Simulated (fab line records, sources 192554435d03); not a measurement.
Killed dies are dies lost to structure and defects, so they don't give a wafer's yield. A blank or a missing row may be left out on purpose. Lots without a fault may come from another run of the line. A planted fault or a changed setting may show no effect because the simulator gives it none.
fab line records | flow n5_finfet
record lots=6 wafers=18 last_day=17
route steps=1938 shown BEOL_M8@1385 BEOL_M9@1401 PASSIVATION@1936
lots that met no fault: from a run of the same line without faults
start_h: hours from the record's first day to the start of the lot's first wafer shown | wait_h: hours since the lot's step before | " the same as in the row above | L1.1+2: a row that stands for several wafers | - no value, or no start given | * or withheld: withheld | < > ~ a bound
route shown NAME@n: a module of which the file shows steps, and the number in the route of the first | usual: mean/standard deviation of fault-free wafers | same: alike in all rows | chamber/n: place in a boat | sites: the reading at each site | _std_site: their standard deviation | _edge_site: outer sites' mean less inner sites' | radius_mm: how far each site lies from the wafer's centre | mask NAME#n: copy n | behind: the tool/chamber that last shaped the wafer | hold: why the lot was held/for how many hours/how that ended | device: the transistor (n, p or np) that didn't switch | end of line: the same wafers' tests at the end of the route | a step without rows: its recipe alone | killed: dies lost to structure and defects at the first sort, not the wafer's yield | map: a wafer's dies, x killed, . not, _ none there
set.NAME: the setting as run; set.NAME@STEP: as run at that earlier step | model.NAME: the simulator's own value behind a step, which no gauge read
lots at some steps of the route; a table a step, a row a wafer
services: from which hour (start_h, from the record's first day; less than 0 if before it) a tool's chamber was out of use, for how many hours, and why
## steps
# step N5_BEOL_M8_CD_MEAS_35
# recipe target_cd_nm=40 polarity=opening
# usual cd_nm=40.1/0.71
# columns lot.wafer tool chamber start_h wait_h cd_nm
L297.1 cd_sem-03 - 245.74 0.0 39.9
L297.4 " - " " 40.0
L297.6 " - " " 40.4
L296.1 cd_sem-03 - 245.88 0.0 40.2
L296.4 " - " " 41.3
L296.5 " - " " 40.7
L301.1 cd_sem-01 - 275.54 0.0 39.2
L301.2 " - " " 39.8
L301.5 " - " " 40.2
L302.2 cd_sem-03 - 284.66 0.0 39.5
L302.3 " - " " 40.3
L302.4 " - " " 40.0
L311.1 cd_sem-01 - 349.65 0.0 40.0
L311.3 " - " " 40.7
L311.4 " - " " 39.6
L312.1 cd_sem-01 - 352.90 0.0 39.1
L312.4 " - " " 39.3
L312.6 " - " " 39.0
# step N5_BEOL_M8_CURE_75
# recipe temp_c=370 time_s=120 ambient=DMADMS/He material=SiCOH_lowk
# usual lamp_power_pct=52.31/0.054 wafer_temp_C_max=371.5/0.63
# columns lot.wafer tool chamber start_h wait_h lamp_power_pct wafer_temp_C_max
L297.1 uv_cure-01 2 245.78 0.0 52.41 371.1
L297.4 " 2 " " 52.30 371.6
L297.6 " 2 " " 52.40 371.3
L296.1 uv_cure-01 1 246.08 0.2 52.39 371.3
L296.4 " 1 " " 52.38 371.1
L296.5 " 1 " " 52.29 371.3
L301.1 uv_cure-01 0 275.59 0.0 52.36 372.0
L301.2 " 0 " " 52.27 372.5
L301.5 " 0 " " 52.42 372.4
L302.2 uv_cure-03 0 284.75 0.1 52.30 372.2
L302.3 " 0 " " 52.32 371.9
L302.4 " 0 " " 52.34 371.3
L311.1 uv_cure-02 0 349.82 0.2 52.27 372.0
L311.3 " 0 " " 52.19 372.5
L311.4 " 0 " " 52.33 372.8
L312.1 uv_cure-02 1 352.94 0.0 52.37 370.9
L312.4 " 1 " " 52.27 371.1
L312.6 " 1 " " 52.29 370.9
# step N5_BEOL_M8_DEGAS_44
# recipe ambient=vacuum temp_c=250 time_s=60
# usual heater_power_w=342/50
# columns lot.wafer tool chamber start_h wait_h heater_power_w
L297.1 pvd_sputter-01 - 246.82 1.0 297
L297.4 " - " " 378
L297.6 " - " " 366
L296.1 pvd_sputter-01 - 247.02 0.9 348
L296.4 " - " " 379
L296.5 " - " " 382
L301.1 pvd_sputter-02 - 276.05 0.4 458
L301.2 " - " " 292
L301.5 " - " " 298
L302.2 pvd_sputter-01 - 285.02 0.2 354
L302.3 " - " " 374
L302.4 " - " " 298
L311.1 pvd_sputter-03 - 350.44 0.6 353
L311.3 " - " " 353
L311.4 " - " " 304
L312.1 pvd_sputter-01 - 353.42 0.4 358
L312.4 " - " " 362
L312.6 " - " " 297
# step N5_BEOL_M8_PRE_CLEAN_45
# recipe gas=H2/He time_s=30 temp_c=250
# step N5_BEOL_M8_ALD_77
# recipe material=TaN target_thk_a=20 temp_c=275 ald_precursor_family=PDMAT ald_co_reactant=NH3 pressure_torr=3 carrier_flow_sccm=1500 pulse_time_s=2 purge_time_s=3 co_reactant_purge_time_s=2 co_reactant_pulse_time_s=3 ald_cycles=40 precursor_vessel_temp_c=75 precursor_vessel_pressure_torr=26.25 precursor_vessel_carrier_sccm=1000
# step N5_BEOL_M8_SURFACE_TREAT_79
# recipe gas=Ar time_s=* ion_energy_ev=* ion_current_ma_cm2=0.5 pressure_mtorr=* ar_flow_sccm=30
# usual throttle_valve_pct=*
# columns lot.wafer tool chamber start_h wait_h throttle_valve_pct
L297.1 pvd_sputter-01 - 247.34 0.3 *
L297.4 " - " " *
L297.6 " - " " *
L296.1 pvd_sputter-01 - 247.62 0.2 *
L296.4 " - " " *
L296.5 " - " " *
L301.1 pvd_sputter-01 - 276.66 0.3 *
L301.2 " - " " *
L301.5 " - " " *
L302.2 pvd_sputter-01 - 285.40 0.2 *
L302.3 " - " " *
L302.4 " - " " *
L311.1 pvd_sputter-01 - 352.38 1.7 *
L311.3 " - " " *
L311.4 " - " " *
L312.1 pvd_sputter-02 - 353.92 0.3 *
L312.4 " - " " *
L312.6 " - " " *
# step N5_BEOL_M8_CVD_78
# recipe material=Co target_thk_a=20 temp_c=withheld precursor=CCTBA/H2 pressure_torr=30 time_s=142.3
# step N5_BEOL_M8_SPUTTER_48
# recipe material=Cu target_thk_a=100 temp_c=-20 bias_v=60 power_w=26000 chamber_pressure_pa=0.13 time_s=1.667
# step N5_BEOL_M8_ECD_50
# recipe material=Cu target_thk_a=3000
# step N5_BEOL_M8_ANNEAL_51
# recipe temp_c=225 time_s=90 ambient=N2
# usual anneal_temp_c=224.94/0.19 wafer_temp_C_max=226.4/0.45
# columns lot.wafer tool chamber start_h wait_h anneal_temp_c wafer_temp_C_max
L297.1 rtp_anneal-02 0 247.95 0.1 224.79 226.0
L297.4 " 0 " " 224.85 227.1
L297.6 " 0 " " 224.75 226.7
L296.1 rtp_anneal-01 0 248.14 0.1 224.92 225.7
L296.4 " 0 " " 224.90 225.7
L296.5 " 0 " " 224.99 226.1
L301.1 rtp_anneal-02 0 278.64 0.1 224.99 226.3
L301.2 " 0 " " 224.71 226.6
L301.5 " 0 " " 224.80 226.2
L302.2 rtp_anneal-01 0 289.49 0.3 225.09 226.0
L302.3 " 0 " " 225.23 225.7
L302.4 " 0 " " 225.23 226.0
L311.1 rtp_anneal-02 0 353.01 0.1 224.96 227.2
L311.3 " 0 " " 225.30 227.2
L311.4 " 0 " " 225.22 226.4
L312.1 rtp_anneal-01 0 354.83 0.2 224.95 226.1
L312.4 " 0 " " 224.98 226.1
L312.6 " 0 " " 225.10 225.7
# step N5_BEOL_M8_CMP_52
# recipe stop_on=SiCOH_lowk t_overpolish_s=6.9 down_force_psi=1 platen_rpm=50 clearing_platen_down_force_psi=1.5 clearing_platen_rpm=50 post_cmp_clean=cu_alkaline target_thk_nm=80 clearing_platen_pad_velocity_m_s=0.99484 pad_velocity_m_s=0.99484
# step N5_BEOL_M8_THK_MEAS_53
# recipe thk_meas_gauge=xrf reads=Cu_of_BEOL_M8_ECD_50
# usual M8_THK=79.4/2.4
# columns lot.wafer tool chamber start_h wait_h M8_THK[nm]
L297.1 film_metro-01 - 248.54 - 81.7
L297.4 " - " " 76.0
L297.6 " - " " 80.5
L296.1 film_metro-01 - 248.73 - 82.5
L296.4 " - " " 81.3
L296.5 " - " " 75.3
L301.1 film_metro-01 - 279.25 - 80.7
L301.2 " - " " 82.2
L301.5 " - " " 80.0
L302.2 film_metro-01 - 290.04 - 80.4
L302.3 " - " " 80.4
L302.4 " - " " 77.6
L311.1 film_metro-02 - 353.60 - 81.8
L311.3 " - " " 80.5
L311.4 " - " " 76.4
L312.1 film_metro-01 - 355.42 - 80.0
L312.4 " - " " 80.7
L312.6 " - " " 85.0
# step N5_BEOL_M8_PRE_CLEAN_55
# recipe gas=NH3 time_s=15 temp_c=withheld rf_power_w=300
# columns lot.wafer tool chamber start_h wait_h
L297.1+4+6 pecvd-01 1,0,2 248.58 0.0
L296.1+4+5 pecvd-03 2,0,2 248.77 0.0
L301.1+2+5 pecvd-02 0,1,2 279.29 0.0
L302.2+3+4 pecvd-03 0,1,2 290.07 0.0
L311.1+3+4 pecvd-02 1,0,2 353.64 0.0
L312.1+4+6 pecvd-02 1,1,2 355.46 0.0
# step N5_BEOL_M8_DEP_56
# recipe material=SiCN target_thk_a=100 temp_c=withheld precursor=3MS/NH3 pressure_torr=3 rf_w=202 time_s=17.5
# step N5_BEOL_M8_RS_MEAS_57
# recipe thk_meas_gauge=four-point-probe reads=Cu_of_BEOL_M8_ECD_50+Co_of_BEOL_M8_CVD_78+TaN_of_BEOL_M8_ALD_77
# usual M8_RS=0.288/0.01
# columns lot.wafer tool chamber start_h wait_h M8_RS[ohm/sq]
L297.1 film_metro-02 - 248.67 0.1 0.277
L297.4 " - " " 0.300
L297.6 " - " " 0.282
L296.1 film_metro-02 - 248.86 0.1 0.277
L296.4 " - " " 0.280
L296.5 " - " " 0.307
L301.1 film_metro-02 - 279.38 0.1 0.280
L301.2 " - " " 0.274
L301.5 " - " " 0.283
L302.2 film_metro-02 - 290.17 0.1 0.284
L302.3 " - " " 0.282
L302.4 " - " " 0.295
L311.1 film_metro-02 - 353.73 0.1 0.278
L311.3 " - " " 0.282
L311.4 " - " " 0.299
L312.1 film_metro-01 - 355.55 0.1 0.290
L312.4 " - " " 0.286
L312.6 " - " " 0.270
# step N5_BEOL_M8_INSPECT_58
# recipe inspect_instrument=darkfield mode=post_dep
# usual raw_defect_count=73/22
# columns lot.wafer tool chamber start_h wait_h raw_defect_count
L297.1 defect_inspect-02 - 248.70 0.0 86
L297.4 " - " " 41
L297.6 " - " " 66
L296.1 defect_inspect-02 - 248.89 0.0 47
L296.4 " - " " 88
L296.5 " - " " 58
L301.1 defect_inspect-01 - 279.40 0.0 117
L301.2 " - " " 89
L301.5 " - " " 97
L302.2 defect_inspect-01 - 290.19 0.0 82
L302.3 " - " " 121
L302.4 " - " " 123
L311.1 defect_inspect-01 - 353.76 0.0 1004
L311.3 " - " " 964
L311.4 " - " " 953
L312.1 defect_inspect-02 - 355.58 0.0 1029
L312.4 " - " " 948
L312.6 " - " " 932
# step N5_BEOL_M9_ILD_DEP_00
# recipe material=SiCOH_lowk target_thk_a=3085.1 temp_c=300 precursor=DEMS/porogen pressure_torr=5 rf_w=500 time_s=58
# step N5_BEOL_M9_CURE_71
# recipe temp_c=385 time_s=240 ambient=He/Ar material=SiCOH_lowk
# usual lamp_power_pct=52.32/0.049 wafer_temp_C_max=386.9/0.69
# columns lot.wafer tool chamber start_h wait_h lamp_power_pct wafer_temp_C_max
L297.1 uv_cure-02 0 248.98 0.2 52.27 387.1
L297.4 " 0 " " 52.31 387.0
L297.6 " 0 " " 52.33 386.9
L296.1 uv_cure-03 0 249.34 0.4 52.32 386.4
L296.4 " 0 " " 52.26 387.1
L296.5 " 0 " " 52.30 386.8
L301.1 uv_cure-02 2 279.52 0.0 52.35 387.0
L301.2 " 2 " " 52.28 387.8
L301.5 " 2 " " 52.23 388.6
L302.2 uv_cure-03 1 290.39 0.1 52.33 387.4
L302.3 " 1 " " 52.36 387.8
L302.4 " 1 " " 52.30 388.1
L311.1 uv_cure-02 1 353.87 0.0 52.38 386.2
L311.3 " 1 " " 52.30 385.7
L311.4 " 1 " " 52.26 385.9
L312.1 uv_cure-01 2 355.69 0.0 52.35 387.3
L312.4 " 2 " " 52.30 386.4
L312.6 " 2 " " 52.32 386.3
# step N5_BEOL_M9_THK_MEAS_01
# recipe reads=SiCOH_lowk_of_BEOL_M9_ILD_DEP_00
# usual M9_ILD_THK=269/4.2
# columns lot.wafer tool chamber start_h wait_h M9_ILD_THK[nm]
L297.1 film_metro-02 - 249.49 0.4 269
L297.4 " - " " 269
L297.6 " - " " 272
L296.1 film_metro-01 - 250.34 0.8 267
L296.4 " - " " 268
L296.5 " - " " 270
L301.1 film_metro-02 - 280.03 0.4 270
L301.2 " - " " 263
L301.5 " - " " 267
L302.2 film_metro-01 - 290.82 0.4 266
L302.3 " - " " 262
L302.4 " - " " 271
L311.1 film_metro-01 - 354.39 0.4 267
L311.3 " - " " 260
L311.4 " - " " 270
L312.1 film_metro-01 - 356.21 0.4 264
L312.4 " - " " 266
L312.6 " - " " 266
# step N5_BEOL_M9_PECVD_70
# recipe material=SiO2 target_thk_a=200 temp_c=400 precursor=TEOS/O2 pressure_torr=5.5 rf_w=450 teos_flow_sccm=53.8 gas=O2 flow_sccm=3000 time_s=22.7
# step N5_BEOL_M9_HM_DEP_02
# recipe material=TiN target_thk_a=200 temp_c=25 chamber_pressure_pa=0.49996
# step N5_BEOL_M9_COAT_59
# recipe resist=SOC temp_c=250 time_s=60 spin_rpm=1500 resist_thk_nm=100
# step N5_BEOL_M9_COAT_60
# recipe resist=SiARC temp_c=220 time_s=60 spin_rpm=1500 resist_thk_nm=30
# step N5_BEOL_M9_COAT_05
# recipe resist=CAR-ArF spin_rpm=1500 resist_thk_nm=90
# step N5_BEOL_M9_EBR_07
# recipe solvent=PGMEA ebr_width_mm=1.5
# step N5_BEOL_M9_SOFTBAKE_06
# recipe temp_c=110 time_s=60 resist=CAR-ArF
# step N5_BEOL_M9_EXPOSE_08
# recipe mask_id=M9 na=1.35 source_shape=dipole sigma_inner=0.411 sigma_outer=0.611 polarization=te dose_mj=53.75
# step N5_BEOL_M9_PEB_09
# recipe peb_temp_c=withheld peb_time_s=60 resist=CAR-ArF
# step N5_BEOL_M9_DEVELOP_10
# recipe develop_time_s=30 developer=TMAH resist=CAR-ArF rinse_liquid=diw dry=air_spin dev_temp_c=23
# step N5_BEOL_M9_CD_MEAS_11
# recipe target_cd_nm=64.1 landing_energy_ev=500 detector=se_inlens polarity=opening
# usual cd_nm=63.7/0.72
# columns lot.wafer tool chamber start_h wait_h cd_nm
L297.1 cd_sem-02 0 250.87 - 63.2
L297.4 " 0 " " 63.9
L297.6 " 0 " " 64.0
L296.1 cd_sem-03 0 254.39 - 64.0
L296.4 " 0 " " 63.5
L296.5 " 0 " " 63.0
L301.1 cd_sem-02 0 282.87 - 64.1
L301.2 " 0 " " 63.4
L301.5 " 0 " " 64.7
L302.2 cd_sem-02 0 293.05 - 63.5
L302.3 " 0 " " 63.6
L302.4 " 0 " " 63.6
L311.1 cd_sem-01 0 355.47 - 63.1
L311.3 " 0 " " 62.4
L311.4 " 0 " " 62.5
L312.1 cd_sem-03 0 358.36 - 63.7
L312.4 " 0 " " 62.3
L312.6 " 0 " " 62.6
# step N5_BEOL_M9_OVL_MEAS_12
# recipe points_per_wafer=44
# usual M9_OVL=0.2/0.78
# columns lot.wafer tool chamber start_h wait_h M9_OVL[nm]
L297.1 overlay-01 0 250.90 0.0 -0.4
L297.4 " 0 " " -0.4
L297.6 " 0 " " 0.6
L296.1 overlay-01 0 254.42 0.0 0.5
L296.4 " 0 " " 1.2
L296.5 " 0 " " 1.9
L301.1 overlay-01 0 282.93 0.1 -0.4
L301.2 " 0 " " 0.3
L301.5 " 0 " " 0.1
L302.2 overlay-02 0 293.08 0.0 -1.2
L302.3 " 0 " " -0.2
L302.4 " 0 " " 0.2
L311.1 overlay-01 0 355.50 0.0 0.6
L311.3 " 0 " " 1.7
L311.4 " 0 " " 0.6
L312.1 overlay-01 0 358.39 0.0 1.2
L312.4 " 0 " " -0.5
L312.6 " 0 " " -0.1
# step N5_BEOL_M9_INSPECT_13
# recipe mode=adi inspect_instrument=brightfield
# usual raw_defect_count=460/95
# columns lot.wafer tool chamber start_h wait_h raw_defect_count
L297.1 defect_inspect-01 - 250.92 0.0 420
L297.4 " - " " 338
L297.6 " - " " 458
L296.1 defect_inspect-01 - 254.45 0.0 636
L296.4 " - " " 623
L296.5 " - " " 387
L301.1 defect_inspect-02 - 282.95 0.0 442
L301.2 " - " " 529
L301.5 " - " " 450
L302.2 defect_inspect-02 - 293.11 0.0 382
L302.3 " - " " 551
L302.4 " - " " 482
L311.1 defect_inspect-02 - 355.53 0.0 1247
L311.3 " - " " 1311
L311.4 " - " " 1367
L312.1 defect_inspect-02 - 358.41 0.0 1311
L312.4 " - " " 1182
L312.6 " - " " 1218
# step N5_BEOL_M9_DESCUM_16
# recipe chemistry=O2 time_s=7.9 source_power_w=50 bias_power_w=20 pressure_mtorr=20 rf_frequency_hz=2.712e+07 temp_c=40 resist=CAR-ArF o2_flow_sccm=225
# step N5_PASSIVATION_PROBE_49
# usual defect_limited_yield=91.4/1.4 killed_at_M0_to_M3=33/10 killed_at_M4_up=14/6.1 killed_at_contacts=14/6.1 killed_at_front_end=38/9.7 killed_at_other=3.1/2.9 killed_dies=102/17 killed_on_rim=14/4.1 killed_open=67/13 killed_short=32/8 sort_bin_5_function=5.1/0.94 sort_bin_6_memory=3.2/0.68 sort_bin_8_speed=0.02/0.17 sort_n_pass=1078/17 sort_yield_pct=91.3/1.5
# same gross_dies=1180 killed_at_back_side=0 sort_bin_4_leakage[%]=0
# columns lot.wafer tool chamber start_h wait_h defect_limited_yield[%] killed_at_M0_to_M3 killed_at_M4_up killed_at_contacts killed_at_front_end killed_at_other killed_dies killed_on_rim killed_open killed_short sort_bin_5_function[%] sort_bin_6_memory[%] sort_bin_8_speed[%] sort_n_pass sort_yield_pct[%]
L296.1 prober-02 - 313.42 0.0 91.4 25 9 18 49 0 101 18 69 30 4.7 3.6 0 1079 91.4
L296.4 prober-02 - 313.57 0.2 89.1 49 20 2 58 0 129 23 74 54 6.7 3.6 0 1051 89.1
L296.5 prober-02 - 313.62 0.2 91.6 29 7 17 44 2 99 13 64 34 5.5 2.7 0 1081 91.6
L297.1 prober-01 - 322.83 0.0 91.4 30 24 10 37 0 101 15 69 27 4.7 3.5 0 1079 91.4
L297.4 prober-01 - 322.98 0.2 92.2 27 17 12 32 4 92 13 60 29 4.3 3.1 0 1088 92.2
L297.6 prober-01 - 323.08 0.3 89.6 33 34 12 42 2 123 22 86 33 6.2 3.7 0 1057 89.6
L301.1 prober-01 - 346.53 0.0 91.7 28 9 27 32 2 98 11 63 35 5.5 2.5 0.08 1081 91.6
L301.2 prober-01 - 346.58 0.1 91.8 37 11 14 32 3 97 10 67 29 4.4 3.6 0 1083 91.8
L301.5 prober-01 - 346.73 0.2 90.1 45 12 13 37 10 117 14 63 54 5.2 4.3 0 1063 90.1
L302.2 prober-01 - 351.04 0.1 89.7 39 23 21 35 4 122 18 72 45 4.8 4.7 1.86 1036 87.8
L302.3 prober-01 - 351.09 0.1 89.9 38 14 14 47 6 119 18 82 36 5.6 4.2 0 1061 89.9
L302.4 prober-01 - 351.14 0.2 90.1 44 11 13 44 5 117 23 70 45 5.8 3.8 0 1063 90.1
L311.1 prober-01 - 415.93 0.0 84.3 37 74 16 53 5 185 37 88 34 9.3 4.2 0 995 84.3
L311.3 prober-01 - 416.03 0.1 87.5 32 67 13 32 3 147 31 50 36 6.2 4.0 0 1033 87.5
L311.4 prober-01 - 416.08 0.2 83.6 33 107 8 43 3 194 35 55 26 8.6 3.6 0 986 83.6
L312.1 prober-01 - 419.01 0.0 86.9 19 83 12 41 0 155 30 60 27 7.9 2.8 0 1025 86.9
L312.4 prober-01 - 419.16 0.2 86.4 40 70 9 39 3 161 37 61 36 7.3 3.9 0 1019 86.4
L312.6 prober-01 - 419.26 0.3 83.7 26 120 8 35 3 192 24 48 36 9.7 3.2 0.08 988 83.7
# killed by level:class
L296.1 MOL_CONTACT_COAG:geometric_particle:open=14 STI_FIN_REVEAL:geometric_particle:open=10 FIN_SAQP:geometric_particle:short=8 FIN_SAQP:geometric_particle:open=6 ILD0:geometric_particle:open=6 BEOL_M0:geometric_particle:open=5 BEOL_M2:geometric_particle:open=5 GATE_CUT:geometric_particle:open=4
L296.4 FIN_SAQP:geometric_particle:short=26 BEOL_M3:geometric_particle:open=16 FIN_SAQP:geometric_particle:open=10 BEOL_M4:geometric_particle:open=9 STI_FIN_REVEAL:geometric_particle:open=7 BEOL_M2:geometric_particle:open=7 BEOL_M0_SAQP:geometric_particle:open=6 BEOL_M1:geometric_particle:open=5
L296.5 MOL_CONTACT_COAG:geometric_particle:open=13 FIN_SAQP:geometric_particle:short=11 BEOL_M2:geometric_particle:open=11 STI_FIN_REVEAL:geometric_particle:open=8 FIN_SAQP:geometric_particle:open=7 BEOL_M3:geometric_particle:open=7 GATE_CUT:geometric_particle:short=5 MOL_CONTACT_COAG:geometric_particle:short=4
L297.1 FIN_SAQP:geometric_particle:short=9 MOL_CONTACT_COAG:geometric_particle:open=9 BEOL_M4:geometric_particle:open=9 BEOL_M3:geometric_particle:open=8 BEOL_M1:geometric_particle:open=6 FIN_SAQP:geometric_particle:open=5 STI_FIN_REVEAL:geometric_particle:open=5 BEOL_M2:geometric_particle:open=5
L297.4 MOL_CONTACT_COAG:geometric_particle:open=10 BEOL_M3:geometric_particle:open=8 FIN_SAQP:geometric_particle:open=6 BEOL_M4:geometric_particle:open=6 STARTING-WAFER:geometric_particle:short=5 STI_FIN_REVEAL:geometric_particle:open=4 GATE_CUT:geometric_particle:short=4 BEOL_M0_SAQP:geometric_particle:short=4
L297.6 BEOL_M4:geometric_particle:open=22 MOL_CONTACT_COAG:geometric_particle:open=10 FIN_SAQP:geometric_particle:short=8 BEOL_M1:geometric_particle:open=7 STI_FIN_REVEAL:geometric_particle:open=7 BEOL_M0_SAQP:geometric_particle:open=7 FIN_SAQP:geometric_particle:open=6 BEOL_M0_SAQP:geometric_particle:short=5
L301.1 MOL_CONTACT_COAG:geometric_particle:open=23 BEOL_M0_SAQP:geometric_particle:short=7 DUMMY_GATE:geometric_particle:open=6 BEOL_M1:geometric_particle:open=6 BEOL_M2:geometric_particle:open=6 STI_FIN_REVEAL:geometric_particle:short=5 STARTING-WAFER:geometric_particle:short=5 STI_FIN_REVEAL:geometric_particle:open=4
L301.2 STI_FIN_REVEAL:geometric_particle:open=12 MOL_CONTACT_COAG:geometric_particle:open=9 DUMMY_GATE:geometric_particle:open=7 BEOL_M0:geometric_particle:open=7 BEOL_M0_SAQP:geometric_particle:short=7 MOL_CONTACT_COAG:geometric_particle:short=5 BEOL_M0_SAQP:geometric_particle:open=5 BEOL_M2:geometric_particle:open=5
L301.5 BEOL_M0_SAQP:geometric_particle:short=20 FIN_SAQP:geometric_particle:short=13 BEOL_M0_SAQP:geometric_particle:open=13 MOL_CONTACT_COAG:geometric_particle:open=12 FIN_SAQP:geometric_particle:open=9 BEOL_M5:geometric_particle:open=6 MIM_TOP:geometric_particle:open=4 BEOL_M3:geometric_particle:open=4
L302.2 MOL_CONTACT_COAG:geometric_particle:open=17 BEOL_M4:geometric_particle:open=11 FIN_SAQP:geometric_particle:short=10 BEOL_M0_SAQP:geometric_particle:short=9 BEOL_M0_SAQP:geometric_particle:open=8 FIN_SAQP:geometric_particle:open=5 BEOL_M0:geometric_particle:short=5 BEOL_M3:geometric_particle:open=5
L302.3 STI_FIN_REVEAL:geometric_particle:open=12 FIN_SAQP:geometric_particle:short=11 MOL_CONTACT_COAG:geometric_particle:open=10 BEOL_M3:geometric_particle:open=9 FIN_SAQP:geometric_particle:open=7 BEOL_M4:geometric_particle:open=7 BEOL_M0:geometric_particle:open=6 BEOL_M1:geometric_particle:short=6
L302.4 FIN_SAQP:geometric_particle:short=12 STI_FIN_REVEAL:geometric_particle:open=12 MOL_CONTACT_COAG:geometric_particle:open=11 BEOL_M0:geometric_particle:short=10 BEOL_M2:geometric_particle:open=9 BEOL_M3:geometric_particle:open=9 BEOL_M4:geometric_particle:open=6 BEOL_M1:geometric_particle:open=6
L311.1 BEOL_M8:unspecified=62 STI_FIN_REVEAL:geometric_particle:open=16 MOL_CONTACT_COAG:geometric_particle:open=15 BEOL_M3:geometric_particle:open=14 FIN_SAQP:geometric_particle:open=9 BEOL_M0_SAQP:geometric_particle:open=8 BEOL_M0_SAQP:geometric_particle:short=5 BEOL_M5:geometric_particle:open=5
L311.3 BEOL_M8:unspecified=61 BEOL_M3:geometric_particle:open=10 STI_FIN_REVEAL:geometric_particle:open=9 MOL_CONTACT_COAG:geometric_particle:open=9 BEOL_M0_SAQP:geometric_particle:open=7 BEOL_M0_SAQP:geometric_particle:short=6 MOL_CONTACT_COAG:geometric_particle:short=4 BEOL_M1:geometric_particle:open=4
L311.4 BEOL_M8:unspecified=98 HKMG_FIN:area_etch=14 BEOL_M3:geometric_particle:open=11 BEOL_M0_SAQP:geometric_particle:open=9 BEOL_M0_SAQP:geometric_particle:short=7 STI_FIN_REVEAL:geometric_particle:open=5 MOL_CONTACT_COAG:geometric_particle:open=5 BEOL_M4:geometric_particle:open=5
L312.1 BEOL_M8:unspecified=68 BEOL_M4:geometric_particle:open=12 FIN_SAQP:geometric_particle:open=11 MOL_CONTACT_COAG:geometric_particle:open=8 FIN_SAQP:geometric_particle:short=7 DUMMY_GATE:geometric_particle:open=5 BEOL_M0_SAQP:geometric_particle:open=5 BEOL_M1:geometric_particle:open=5
L312.4 BEOL_M8:unspecified=61 BEOL_M3:geometric_particle:open=15 FIN_SAQP:geometric_particle:open=8 STI_FIN_REVEAL:geometric_particle:open=7 BEOL_M0_SAQP:geometric_particle:short=6 BEOL_M1:geometric_particle:open=6 FIN_SAQP:geometric_particle:short=5 MOL_CONTACT_COAG:geometric_particle:open=5
L312.6 BEOL_M8:unspecified=103 FIN_SAQP:geometric_particle:short=11 MOL_CONTACT_COAG:geometric_particle:open=6 BEOL_M1:geometric_particle:open=6 BEOL_M1:geometric_particle:short=5 BEOL_M5:geometric_particle:open=5 STI_FIN_REVEAL:geometric_particle:open=4 DUMMY_GATE:geometric_particle:open=4
# map L311.4 (x killed, . not)
_________________xxxxxxxxxx..________________
______________xxxxxxxxxxxxxx...._____________
___________...xxxxxxxxxxxxx........__________
__________....xxxxxxxxxxxxxxx...x..._________
________.....xxxxxxxxxxxxxx.x.x..x...._______
_______.....x.xxxxxxxxxxxx.x...........______
______..........xxxxxxxx..x..........x.._____
_____...........x..xxxx.x.....x..........____
____.x........x...xx..x..xx...............___
___....x..........x...xx...............x...__
___...............xxx......................__
__.........................x...........xx..._
__........xxx..x..x...x............x......x._
_................x...........................
_xx..........................................
_......x........x.xx.........................
_.x.............x..........x.................
_.....x...x.......x.x...........x...........x
_.xx................x.....................xx.
_..........x..................x.............x
_x.......x.x.................................
__.....................x..........x........._
__...x.....x..x....xx......................x_
___....................x...................__
___............x...................x......x__
____x...................x.................___
_____.......................x.....x....xx____
______...............x.........x........_____
_______.x...x..........x......x...x....______
________.x.........................xx._______
__________.x...................x.xxx_________
___________x.......x.x.......x.....__________
______________x.x......x........_____________
_________________............________________
# map L312.6 (x killed, . not)
_________________xxxxxxxxxx..________________
______________xxxxxxxxxxxxxxx.x._____________
___________...xxxxxxxxxxxxxx.......__________
__________..xxxxxxxxxxxxxxxxx......._________
________.....x.xxxxxxxxxxxx.x........x_______
_______...x....xxxxxxxxxxx.x...........______
______.......x..xxxxxxxxxx..x..........._____
_____..........x..xx.x..xx...x......x....____
____.................xx...x...........x...___
___....x..xx......x..x.....................__
___....x..........x........xx...x..........__
__.x...................................x...._
__..............x.......x......x....x......._
_......x...x...x......x.........x...x........
_......xx.x.........xx......x...x............
_..........x......................x..........
_.........................x.x....x......xx.x.
_............x...........................x...
_.............................x..............
_........x..x.............x..........x.......
_...................x.x..x...x...............
__.....x.................x.................._
__.............x.x.....x.....x.............x_
___.....................x..................__
___...................x...........x..x.....__
____.............................x......x.___
_____..........x....x....................____
______..................x.....x...x....._____
_______........x..........xx...........______
________x....xx....x......x.......x..._______
__________...x......x..............._________
___________....x.........x.......x.__________
______________..x........x.x...._____________
_________________............________________
## services
# columns tool chamber start_h hours kind
uv_cure-01 - 232.18 6.0 pm
pecvd-01 - 251.47 0.4 repair
pecvd-02 2 288.92 5.5 scheduled_down
uv_cure-03 - 304.14 1.0 pm
pvd_sputter-01 - 305.83 20.9 repair
pecvd-03 - 313.31 0.3 repair
pecvd-02 1 315.71 18.0 repair
pecvd-02 - 325.85 2.8 pm
uv_cure-02 - 327.97 1.9 repair
uv_cure-03 - 335.45 7.5 pm
uv_cure-03 - 346.20 8.8 repair
rtp_anneal-01 - 346.62 1.2 pm
pvd_sputter-02 - 349.46 4.3 repair
pecvd-01 2 351.59 2.1 scheduled_down
## key
first_sign step=N5_BEOL_M8_INSPECT_58 reading=raw_defect_count direction=up sigmas=42 usual=73 struck=972
effect step=N5_BEOL_M9_INSPECT_13 reading=raw_defect_count direction=up sigmas=8.6 usual=460 struck=1273
effect step=N5_PASSIVATION_PROBE_49 reading=killed_at_M4_up direction=up sigmas=12 usual=14 struck=87
more_kills_born_at N5_BEOL_M8_PRE_CLEAN_55@pecvd-02=453
met_at N5_BEOL_M8_PRE_CLEAN_55
struck_wafers L311.1,L311.3,L311.4,L312.1,L312.4,L312.6
baseline_loss step=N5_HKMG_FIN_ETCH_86 wafers=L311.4
onset_between 279.29 353.64
also_fits time
fault kind=chamber_particle_source tool=pecvd-02 chamber=- onset_h=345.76 steps=N5_BEOL_M8_PRE_CLEAN_55 rate_per_visit_cm2=1.4328 end_h=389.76
# baseline_loss: these wafers lose ten dies or more at that step, a loss of the line's own and not of a fault; the sort's usual values leave them out
